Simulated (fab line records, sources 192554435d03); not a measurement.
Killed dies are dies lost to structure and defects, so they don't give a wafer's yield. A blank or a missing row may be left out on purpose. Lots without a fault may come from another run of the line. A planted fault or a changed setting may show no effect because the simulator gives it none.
Split-lot experiment | flow n5_finfet | 7 lots, 39 wafers read, on a route of 1938 steps

THE SPLIT
At N5_PMOS_HMC_CHANNEL_EPI_ETCH_38 (etches SiO2 in CF4, target depth 1.5 nm), the setting target_depth_a was moved away from the recipe's 15 angstrom on 12 of the 39 wafers read, by -30.9% to +56.0%. The other wafers ran this setting at the recipe's value.

The reading is taken at the split's own step.

THE READING
etch.depth_nm (the simulator's own value, which no gauge read), in nm, at N5_PMOS_HMC_CHANNEL_EPI_ETCH_38 (etches SiO2 in CF4, target depth 1.5 nm). The file gives no usual value for it. The 27 wafers here that ran the recipe average 1.499 nm, standard deviation 0.019 nm.

wafer  | tool, chamber at the split | target_depth_a as run, angstrom | against the recipe | etch.depth_nm, nm | against lot-mates on the recipe
L077.1 | rie_si-04, 0               | 18.13                           | +20.9%             | 1.82              | +0.323
L077.2 | rie_si-04, 1               | 18.13                           | +20.9%             | 1.837             | +0.340
L077.3 | rie_si-04, 2               | 15                              | recipe             | 1.489             | -
L077.4 | rie_si-04, 3               | 15                              | recipe             | 1.476             | -
L077.5 | rie_si-04, 1               | 15                              | recipe             | 1.526             | -
L077.6 | rie_si-04, 0               | 18.13                           | +20.9%             | 1.848             | +0.351
L079.1 | rie_si-02, 3               | 15                              | recipe             | 1.487             | -
L079.2 | rie_si-02, 2               | 15                              | recipe             | 1.513             | -
L079.3 | rie_si-02, 1               | 23.4                            | +56.0%             | 2.286             | +0.794
L079.4 | rie_si-02, 0               | 23.4                            | +56.0%             | 2.387             | +0.895
L079.5 | rie_si-02, 2               | 23.4                            | +56.0%             | 2.34              | +0.848
L079.6 | rie_si-02, 1               | 15                              | recipe             | 1.475             | -
L081.3 | rie_si-04, 2               | 15                              | recipe             | 1.493             | -
L081.4 | rie_si-04, 1               | 15                              | recipe             | 1.53              | -
L081.5 | rie_si-04, 1               | 15                              | recipe             | 1.518             | -
L086.1 | rie_si-02, 1               | 18.59                           | +23.9%             | 1.827             | +0.323
L086.2 | rie_si-02, 0               | 15                              | recipe             | 1.518             | -
L086.3 | rie_si-02, 3               | 15                              | recipe             | 1.488             | -
L086.4 | rie_si-02, 2               | 15                              | recipe             | 1.507             | -
L086.5 | rie_si-02, 2               | 18.59                           | +23.9%             | 1.863             | +0.359
L086.6 | rie_si-02, 3               | 18.59                           | +23.9%             | 1.845             | +0.341
L087.1 | rie_si-02, 1               | 15                              | recipe             | 1.466             | -
L087.2 | rie_si-02, 2               | 15                              | recipe             | 1.518             | -
L087.5 | rie_si-02, 2               | 15                              | recipe             | 1.518             | -
L087.3 | rie_si-02, 3               | 15                              | recipe             | 1.495             | -
L087.4 | rie_si-02, 0               | 15                              | recipe             | 1.525             | -
L087.6 | rie_si-02, 1               | 15                              | recipe             | 1.463             | -
L088.1 | rie_si-04, 2               | 15                              | recipe             | 1.489             | -
L088.2 | rie_si-04, 3               | 15                              | recipe             | 1.474             | -
L088.3 | rie_si-04, 1               | 15                              | recipe             | 1.515             | -
L088.4 | rie_si-04, 0               | 15                              | recipe             | 1.5               | -
L088.5 | rie_si-04, 1               | 15                              | recipe             | 1.508             | -
L088.6 | rie_si-04, 0               | 15                              | recipe             | 1.505             | -
L095.1 | rie_si-03, 1               | 15                              | recipe             | 1.489             | -
L095.2 | rie_si-03, 2               | 10.37                           | -30.9%             | 1.034             | -0.455
L095.3 | rie_si-03, 0               | 15                              | recipe             | 1.495             | -
L095.4 | rie_si-03, 3               | 10.37                           | -30.9%             | 1.03              | -0.459
L095.5 | rie_si-03, 2               | 15                              | recipe             | 1.483             | -
L095.6 | rie_si-03, 3               | 10.37                           | -30.9%             | 1.036             | -0.453

THE FIT
A straight line over all 39 wafers: etch.depth_nm changes by +0.015 nm for each +1% of target_depth_a; r = +1.00; the points scatter about the line by 0.022 nm.
The same after taking each lot's own level away (the mean of its wafers on the recipe; 39 wafers): +0.015 nm for each +1%; r = +1.00; scatter 0.022 nm.
On that fit, the largest move of target_depth_a shifts the reading by 0.84 nm.
The lots' own levels span 1.4890 to 1.5137 nm, that is 1.3 times the standard deviation above.
So the lot-to-lot level changes the slope little: the two slopes agree.
Check: with one of the wafers moved furthest among these (+56.0%) left out of the fit, the line predicts +0.855 nm for it against its lot-mates. It came out at +0.794 nm against them.

THE FILE'S OWN FIT
etch.depth_nm changes by +0.015 nm for each +1% of target_depth_a, r = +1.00.
